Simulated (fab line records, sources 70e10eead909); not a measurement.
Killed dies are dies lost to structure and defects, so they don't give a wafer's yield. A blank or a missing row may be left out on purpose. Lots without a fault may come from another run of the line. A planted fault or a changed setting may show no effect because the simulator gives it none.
Chamber matching | flow nand_harc | NHARC_P_M2_PRE_CLEAN_32 on pecvd-01: 3 sister chambers
The step time 12 s. 3 wafers are shown with their chamber, then 8 later ones without.

WAFERS WITH THEIR CHAMBER
wafer  | chamber | heater_power_w (W)
L699.1 | 1       | 567
L699.6 | 2       | 741
L702.1 | 0       | 662

WAFERS WITHOUT THEIR CHAMBER
wafer  | heater_power_w (W)
L702.3 | 676
L702.5 | 547
L701.3 | 670
L701.5 | 558
L701.6 | 740
L710.2 | 744
L710.5 | 636
L710.6 | 455

WHICH CHAMBER EACH WENT THROUGH
wafer  | from the rows above          | in truth
L702.3 | can't be placed: 0 or 2      | 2
L702.5 | 1                            | 1
L701.3 | can't be placed: 0 or 2      | 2
L701.5 | 1                            | 1
L701.6 | can't be placed: 2 or 0      | 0
L710.2 | can't be placed: 2 or 0      | 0
L710.5 | can't be placed: 0 or 1 or 2 | 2
L710.6 | 1                            | 1
Placed correctly: 3 of 8. Can't be placed from these rows: 5 (the true chamber is among the candidates in 5). Placed wrongly: 0.
How it was worked out, from the rows above alone: a wafer's distance from a chamber is the root of the sum, over the readings, of the square of ((its reading less the chamber's mean) divided by the reading's scatter). The wafer belongs to the nearest chamber; if the next one is less than 2 further off, it can't be placed. A chamber's mean is the mean of its shown wafers. The scatter: with one shown wafer a chamber, the root of the mean of the squares of how far each hidden wafer lies from its nearest shown one.
